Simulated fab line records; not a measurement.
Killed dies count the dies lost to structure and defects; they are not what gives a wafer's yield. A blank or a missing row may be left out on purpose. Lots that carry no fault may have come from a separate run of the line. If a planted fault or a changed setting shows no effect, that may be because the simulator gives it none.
fab line records	flow n5Finfet
record lots=11	wafers=33	lastDay=19
route steps=1938 shown BEOL_M14@1728 PASSIVATION@1936
lots untouched by any fault: they come from a run of this same line in which no faults occurred
startH: the number of hours between the record's first day and the start of the first shown wafer of the lot	waitH: how many hours have passed since the lot's step before this one	" unchanged from the row above	L1.1+2: one row covering several wafers at once	- value missing, or start not given	* or withheld: withheld	< > ~ a bound
route shown NAME@n: NAME is a module with steps in the file, n the number in the route of the first one	usual: mean/standard deviation taken from wafers without a fault	same: alike in all rows	chamber/n: place in a boat	sites: the reading at each site	_std_site: how widely they spread, as a standard deviation	_edge_site: outer sites' mean less inner sites'	radiusMm: for every site, how far away it sits from the centre of the wafer	mask NAME#n: copy n	behind: tool/chamber where the wafer was last shaped	hold: why the lot was held/for how many hours/how that ended	device: transistor that didn't switch, given as n, p or np	end of line: tests of these same wafers at the route's end	a step with no rows: only its recipe	killed: the dies lost at the first sort to structure and to defects; this is not the yield of the wafer	map: the dies of a wafer, with x for killed, . for not killed, _ for no die there
set.NAME: the run value of the setting; set.NAME@STEP: its run value at that earlier step	model.NAME: the simulator's own value behind a step, which no gauge read
a sample of lots followed through the steps of the route, with each step as a table and each wafer as a row
services: the hour from which a tool's chamber was out of use, counted from the record's first day as startH (under 0 if before that day), plus the number of hours and why
## steps
# step N5_BEOL_M14_INSPECT_12
# recipe mode=adi	inspectInstrument=macro
# usual rawDefectCount=2.0/1.3
lot.wafer	tool	chamber	startH	waitH	rawDefectCount
L616.1	defectInspect-02	-	239.88	0.0	3
L616.4	"	-	"	"	1
L616.6	"	-	"	"	6
L619.1	defectInspect-02	-	265.27	0.0	1
L619.2	"	-	"	"	1
L619.4	"	-	"	"	2
L620.1	defectInspect-02	-	265.46	0.0	0
L620.2	"	-	"	"	1
L620.4	"	-	"	"	2
L623.3	defectInspect-01	-	291.30	0.0	1
L623.4	"	-	"	"	2
L623.6	"	-	"	"	2
L625.2	defectInspect-01	-	312.00	0.0	4
L625.5	"	-	"	"	0
L625.6	"	-	"	"	4
L628.1	defectInspect-01	-	316.08	0.0	1
L628.2	"	-	"	"	2
L628.3	"	-	"	"	0
L630.1	defectInspect-01	-	336.92	0.0	1
L630.4	"	-	"	"	2
L630.5	"	-	"	"	2
L632.1	defectInspect-02	-	340.25	0.0	3
L632.5	"	-	"	"	1
L632.6	"	-	"	"	1
L618.2	defectInspect-02	-	385.84	0.0	2
L618.3	"	-	"	"	0
L618.5	"	-	"	"	3
L639.1	defectInspect-01	-	404.02	0.0	4
L639.3	"	-	"	"	1
L639.6	"	-	"	"	1
L638.1	defectInspect-01	-	423.22	0.0	4
L638.3	"	-	"	"	1
L638.4	"	-	"	"	5
# step N5_BEOL_M14_STRIP_63
# recipe chemistry=O2	powerW=600	tempC=60	pressureMtorr=30	rfFrequencyHz=6e+07	biasPowerW=0	overashFraction=0.3	o2FlowSccm=225
# usual drypumpMotorCurrentA=5.57/0.26	oesProductAu=0.79/0.075	rfVppV=3.5/0.91	showerheadPlenumPTorr=2.11/0.067	throttleValvePct=16.68/0.26
lot.wafer	tool	chamber	startH	waitH	drypumpMotorCurrentA	oesProductAu	rfHoursCounterH	rfVppV	showerheadPlenumPTorr	throttleValvePct
L616.1	rieDiel-01	0	-	-	5.73	0.80	81	2.5	2.21	16.35
L616.4	"	1	"	"	5.46	0.74	-	3.7	2.17	16.89
L616.6	"	3	"	"	5.51	0.85	-	3.2	2.03	16.27
L619.1	rieDiel-01	3	-	-	5.51	0.83	76	2.5	2.03	16.31
L619.2	"	2	"	"	5.68	0.96	2	3.5	2.17	16.73
L619.4	"	1	"	"	5.48	0.73	211	4.4	2.16	16.89
L620.1	rieDiel-06	1	-	-	5.63	0.69	250	3.4	2.13	17.11
L620.2	"	0	"	"	5.91	0.81	97	4.8	2.00	16.35
L620.4	"	3	"	"	5.13	0.69	202	4.1	2.18	17.19
L623.3	rieDiel-01	3	-	-	5.52	0.83	86	2.5	2.02	16.36
L623.4	"	0	"	"	5.70	0.78	103	3.0	2.21	16.38
L623.6	"	2	"	"	5.68	0.93	-	2.9	2.17	16.72
L625.2	rieDiel-03	2	-	-	6.27	0.69	249	3.4	2.09	17.02
L625.5	"	0	"	"	5.25	0.88	-	3.5	2.14	16.78
L625.6	"	1	"	"	5.78	0.74	-	2.7	2.12	16.77
L628.1	rieDiel-01	1	-	-	5.49	0.71	230	3.6	2.16	16.93
L628.2	"	0	"	"	5.76	0.78	112	3.5	2.20	16.40
L628.3	"	3	"	"	5.51	0.82	95	5.5	2.02	16.34
L630.1	rieDiel-01	1	-	-	5.48	0.71	237	4.3	2.15	16.96
L630.4	"	3	"	"	5.50	0.81	101	4.5	2.02	16.35
L630.5	"	1	"	"	5.46	0.72	-	4.3	2.15	16.93
L632.1	rieDiel-01	2	-	-	5.67	0.89	29	3.4	2.16	16.77
L632.5	"	2	"	"	5.65	0.90	-	3.6	2.16	16.74
L632.6	"	3	"	"	5.53	0.81	-	3.9	2.02	16.37
L618.2	rieDiel-01	3	-	-	5.49	0.80	116	3.6	2.01	16.38
L618.3	"	2	"	"	5.67	0.87	44	4.5	2.16	16.78
L618.5	"	0	"	"	5.75	0.77	-	4.2	2.19	16.43
L639.1	rieDiel-01	0	-	-	5.73	0.76	141	3.5	2.19	16.46
L639.3	"	1	"	"	5.49	0.93	3	3.3	2.15	16.49
L639.6	"	2	"	"	5.68	0.85	-	2.9	2.15	16.78
L638.1	rieDiel-06	2	-	-	5.51	0.75	160	4.6	2.07	16.72
L638.3	"	1	"	"	5.68	0.87	49	3.1	2.12	16.71
L638.4	"	0	"	"	5.90	0.75	-	3.4	1.98	16.47
# step N5_BEOL_M14_CD_MEAS_17
# recipe targetCdNm=250	polarity=opening
# usual cdNm=250.1/1.9
lot.wafer	tool	chamber	startH	waitH	cdNm
L616.1	cdSem-01	-	240.35	0.0	247.5
L616.4	"	-	"	"	249.6
L616.6	"	-	"	"	249.6
L619.1	cdSem-02	-	265.74	0.0	250.4
L619.2	"	-	"	"	248.8
L619.4	"	-	"	"	251.5
L620.1	cdSem-02	-	265.93	0.0	251.9
L620.2	"	-	"	"	252.0
L620.4	"	-	"	"	252.0
L623.3	cdSem-01	-	291.77	0.0	253.2
L623.4	"	-	"	"	248.8
L623.6	"	-	"	"	253.7
L625.2	cdSem-02	-	312.47	0.0	249.9
L625.5	"	-	"	"	248.8
L625.6	"	-	"	"	249.4
L628.1	cdSem-03	-	316.59	0.0	252.0
L628.2	"	-	"	"	249.4
L628.3	"	-	"	"	252.5
L630.1	cdSem-03	-	337.39	0.0	249.1
L630.4	"	-	"	"	252.6
L630.5	"	-	"	"	248.9
L632.1	cdSem-02	-	341.09	0.0	249.9
L632.5	"	-	"	"	250.7
L632.6	"	-	"	"	252.3
L618.2	cdSem-01	-	386.31	0.0	249.8
L618.3	"	-	"	"	249.1
L618.5	"	-	"	"	248.3
L639.1	cdSem-02	-	404.49	0.0	246.9
L639.3	"	-	"	"	248.1
L639.6	"	-	"	"	250.2
L638.1	cdSem-02	-	423.69	0.0	253.9
L638.3	"	-	"	"	254.2
L638.4	"	-	"	"	250.2
# step N5_BEOL_M14_ETCH_68
# recipe chemistry=N2/H2	target=SOC	maskMaterial=SiARC	sourceW=3000	biasW=350	tempC=40	timeS=450	ionEnergyEv=200	pressureMtorr=30	n2FlowSccm=200	h2FlowSccm=200
# usual drypumpMotorCurrentA=5.6/0.32	oesProductAu=0.79/0.086	rfVppV=524.2/1.8	runLengthS=473.3/0.42	showerheadPlenumPTorr=2.55/0.068	throttleValvePct=17.76/0.24
lot.wafer	tool	chamber	startH	waitH	drypumpMotorCurrentA	oesProductAu	rfHoursCounterH	rfVppV	runLengthS	showerheadPlenumPTorr	throttleValvePct
L616.1	rieDiel-03	1	241.67	0.1	5.8	0.76	141	523.1	472.9	2.53	17.60
L616.4	"	0	"	"	5.3	0.92	15	526.1	473.6	2.57	17.53
L616.6	"	3	"	"	5.1	0.72	-	522.9	473.1	2.54	17.92
L619.1	rieDiel-01	1	266.46	0.1	5.5	0.73	211	526.1	472.4	2.64	18.03
L619.2	"	3	"	"	5.5	0.83	76	522.2	474.0	2.48	17.56
L619.4	"	2	"	"	5.6	0.96	2	525.5	472.8	2.62	17.85
L620.1	rieDiel-06	2	266.54	0.1	5.5	0.79	102	524.5	473.2	2.56	17.78
L620.2	"	0	"	"	5.9	0.81	97	521.2	473.7	2.45	17.47
L620.4	"	2	"	"	5.5	0.80	-	524.8	473.6	2.56	17.77
L623.3	rieDiel-03	2	292.49	0.1	6.2	0.69	242	523.5	473.4	2.49	17.77
L623.4	"	1	"	"	5.8	0.74	158	525.5	472.6	2.52	17.64
L623.6	"	1	"	"	5.8	0.75	-	524.7	472.8	2.53	17.63
L625.2	rieDiel-03	1	313.07	0.1	5.8	0.74	164	522.6	472.6	2.52	17.64
L625.5	"	1	"	"	5.8	0.73	-	523.7	447.4	2.52	17.64
L625.6	"	2	"	"	6.3	0.68	-	521.9	473.2	2.49	17.77
L628.1	rieDiel-01	2	317.45	0.1	5.7	0.91	22	525.5	473.2	2.61	17.88
L628.2	"	0	"	"	5.7	0.78	112	525.2	473.0	2.69	17.59
L628.3	"	3	"	"	5.5	0.81	95	522.1	473.9	2.47	17.61
L630.1	rieDiel-03	1	338.14	0.1	5.8	0.74	176	522.8	447.5	2.52	17.65
L630.4	"	3	"	"	5.2	0.69	220	523.7	473.3	2.53	17.99
L630.5	"	2	"	"	6.3	1.01	-	522.4	447.6	2.48	17.39
L632.1	rieDiel-01	1	342.16	0.1	5.5	0.72	237	524.4	472.6	2.62	18.08
L632.5	"	3	"	"	5.5	0.80	-	521.7	474.0	2.47	17.62
L632.6	"	0	"	"	5.7	0.78	-	526.9	473.4	2.68	17.60
L618.2	rieDiel-01	3	386.91	0.1	5.5	0.79	117	521.6	474.0	2.46	17.62
L618.3	"	0	"	"	5.7	0.77	134	528.4	473.0	2.68	17.63
L618.5	"	2	"	"	5.7	0.86	-	524.0	473.1	2.60	17.91
L639.1	rieDiel-03	3	405.09	0.1	5.1	0.67	243	522.6	473.0	2.52	18.03
L639.3	"	1	"	"	5.8	0.72	195	524.5	472.7	2.51	17.68
L639.6	"	1	"	"	5.8	0.71	-	523.9	473.0	2.51	17.67
L638.1	rieDiel-06	1	424.47	0.1	5.7	0.88	50	526.2	473.0	2.57	17.84
L638.3	"	2	"	"	5.5	0.74	160	523.6	473.4	2.54	17.88
L638.4	"	2	"	"	5.5	0.74	-	523.7	473.3	2.54	17.88
# step N5_PASSIVATION_PROBE_49
# usual defectLimitedYield=91.0/1.3	killed_at_M0_to_M3=33/10	killed_at_M4_up=14/5.6	killedAtContacts=12/5.8	killedAtFrontEnd=43/11	killedAtOther=4.1/2.8	killedDies=106/15	killedOpen=70/12	killedShort=34/7.5	sort_bin_5_function=5.3/0.88	sort_bin_6_memory=3.3/0.64	sort_bin_8_speed=0.00/0.016	sortNPass=1074/15	sortYieldPct=91.0/1.3
# same grossDies=1180	killedAtBackSide=0	sort_bin_4_leakage[%]=0
lot.wafer	tool	chamber	startH	waitH	defectLimitedYield[%]	killed_at_M0_to_M3	killed_at_M4_up	killedAtContacts	killedAtFrontEnd	killedAtOther	killedDies	killedOpen	killedShort	sort_bin_5_function[%]	sort_bin_6_memory[%]	sort_bin_8_speed[%]	sortNPass	sortYieldPct[%]
L620.1	prober-02	-	293.17	0.0	92.2	34	13	9	35	1	92	65	26	5.4	2.0	0	1088	92.2
L620.2	prober-02	-	293.22	0.1	90.8	39	16	9	42	2	108	75	32	5.3	3.6	0	1072	90.8
L620.4	prober-02	-	293.32	0.2	90.0	56	11	9	41	1	118	74	38	5.5	3.8	0	1062	90.0
L623.3	prober-01	-	317.59	0.1	89.7	30	13	13	64	1	121	89	25	5.9	3.7	0	1059	89.7
L623.4	prober-01	-	317.64	0.2	91.9	17	10	14	52	3	96	64	31	4.9	3.0	0	1084	91.9
L623.6	prober-01	-	317.74	0.3	90.8	27	12	24	40	5	108	77	28	6.0	2.9	0	1072	90.8
L625.2	prober-02	-	338.41	0.1	90.7	26	12	6	54	12	110	76	32	5.7	3.2	0	1070	90.7
L625.5	prober-02	-	338.56	0.2	91.9	30	7	9	47	2	95	56	38	4.7	2.8	0	1085	91.9
# killed by level:class
L620.1 STI_FIN_REVEAL:geometricParticle:open=14 BEOL_M0_SAQP:geometricParticle:open=8 BEOL_M2:geometricParticle:open=8 MOL_CONTACT_COAG:geometricParticle:open=7 BEOL_M0_SAQP:geometricParticle:short=7 BEOL_M1:geometricParticle:open=6 FIN_SAQP:geometricParticle:open=5 GATE_CUT:geometricParticle:short=4
L620.2 STI_FIN_REVEAL:geometricParticle:open=16 BEOL_M0_SAQP:geometricParticle:short=11 BEOL_M5:geometricParticle:open=9 BEOL_M0_SAQP:geometricParticle:open=8 MOL_CONTACT_COAG:geometricParticle:open=6 FIN_SAQP:geometricParticle:open=5 GATE_CUT:geometricParticle:short=5 BEOL_M3:geometricParticle:open=5
L620.4 BEOL_M0_SAQP:geometricParticle:short=14 BEOL_M2:geometricParticle:open=12 MOL_CONTACT_COAG:geometricParticle:open=9 BEOL_M0_SAQP:geometricParticle:open=9 STI_FIN_REVEAL:geometricParticle:open=8 FIN_SAQP:geometricParticle:open=7 FIN_SAQP:geometricParticle:short=7 BEOL_M1:geometricParticle:open=7
L623.3 STI_FIN_REVEAL:geometricParticle:open=18 FIN_SAQP:geometricParticle:open=13 MOL_CONTACT_COAG:geometricParticle:open=10 BEOL_M2:geometricParticle:open=10 DUMMY_GATE:geometricParticle:open=7 BEOL_M0_SAQP:geometricParticle:short=7 STARTING-WAFER:geometricParticle:open=7 FIN_SAQP:geometricParticle:short=5
L623.4 STI_FIN_REVEAL:geometricParticle:open=15 FIN_SAQP:geometricParticle:open=12 MOL_CONTACT_COAG:geometricParticle:open=12 DUMMY_GATE:geometricParticle:open=8 BEOL_M0_SAQP:geometricParticle:short=8 FIN_SAQP:geometricParticle:short=6 BEOL_M0_SAQP:geometricParticle:open=3 BEOL_M4:geometricParticle:open=3
L623.6 MOL_CONTACT_COAG:geometricParticle:open=21 FIN_SAQP:geometricParticle:open=14 FIN_SAQP:geometricParticle:short=13 BEOL_M1:geometricParticle:open=13 BEOL_M4:geometricParticle:open=6 BEOL_M2:geometricParticle:open=5 DUMMY_GATE:geometricParticle:open=3 MOL_CONTACT_COAG:geometricParticle:short=3
L625.2 STI_FIN_REVEAL:geometricParticle:open=11 FIN_SAQP:geometricParticle:open=9 BEOL_M3:geometricParticle:open=9 BEOL_M2:geometricParticle:open=6 MOL_CONTACT_COAG:geometricParticle:open=6 DUMMY_GATE:geometricParticle:open=5 BEOL_M0_SAQP:geometricParticle:short=5 BEOL_M0_SAQP:geometricParticle:open=4
L625.5 STI_FIN_REVEAL:geometricParticle:open=9 GATE_CUT:geometricParticle:short=7 BEOL_M1:geometricParticle:open=7 DUMMY_GATE:geometricParticle:open=6 FIN_SAQP:geometricParticle:short=5 FIN_SAQP:geometricParticle:open=5 MOL_CONTACT_COAG:geometricParticle:short=5 BEOL_M0_SAQP:geometricParticle:open=5
## services
tool	chamber	startH	hours	kind
rieDiel-06	-	232.17	14.6	pm
rieDiel-01	2	232.53	-	clean
rieDiel-01	2	232.53	-	consumableReplace:focusRing
rieDiel-01	2	232.53	27.3	scheduledDown
rieDiel-01	2	232.53	27.3	ventCycle
rieDiel-03	2	263.59	3.8	repair
rieDiel-06	1	265.85	-	clean
rieDiel-06	1	265.85	-	consumableReplace:focusRing
rieDiel-06	1	265.85	16.0	scheduledDown
rieDiel-06	1	265.85	16.0	ventCycle
rieDiel-03	2	313.92	-	clean
rieDiel-03	2	313.92	-	consumableReplace:focusRing
rieDiel-03	2	313.92	18.7	scheduledDown
rieDiel-03	2	313.92	18.7	ventCycle
rieDiel-03	0	317.64	4.0	repair
rieDiel-01	1	338.06	3.9	repair
rieDiel-03	1	354.52	4.8	repair
rieDiel-03	-	372.66	0.1	repair
rieDiel-01	1	383.90	-	clean
rieDiel-01	1	383.90	-	consumableReplace:focusRing
rieDiel-01	1	383.90	12.7	scheduledDown
rieDiel-01	1	383.90	12.7	ventCycle
rieDiel-06	3	400.20	6.6	repair
rieDiel-06	3	417.07	6.8	repair
## key
firstSign step=N5_BEOL_M14_ETCH_68	reading=runLengthS	direction=down	sigmas=61	usual=*	struck=*
effect none on later readings
metAt N5_BEOL_M14_ETCH_68
struckLots L625,L630
struckWafers L625.5,L630.1,L630.5
notActingAt N5_BEOL_M14_INSPECT_12,N5_BEOL_M14_STRIP_63,N5_BEOL_M14_CD_MEAS_17
onsetBetween 292.49 313.07
fault kind=processParameterDrift	tool=rieDiel-03	chamber=-	onsetH=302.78	steps=N5_BEOL_M14_ETCH_68	channel=timeS	offset=*	shape=step	endH=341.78	scope=struckWafersOnly	actsIn=*	stated=*
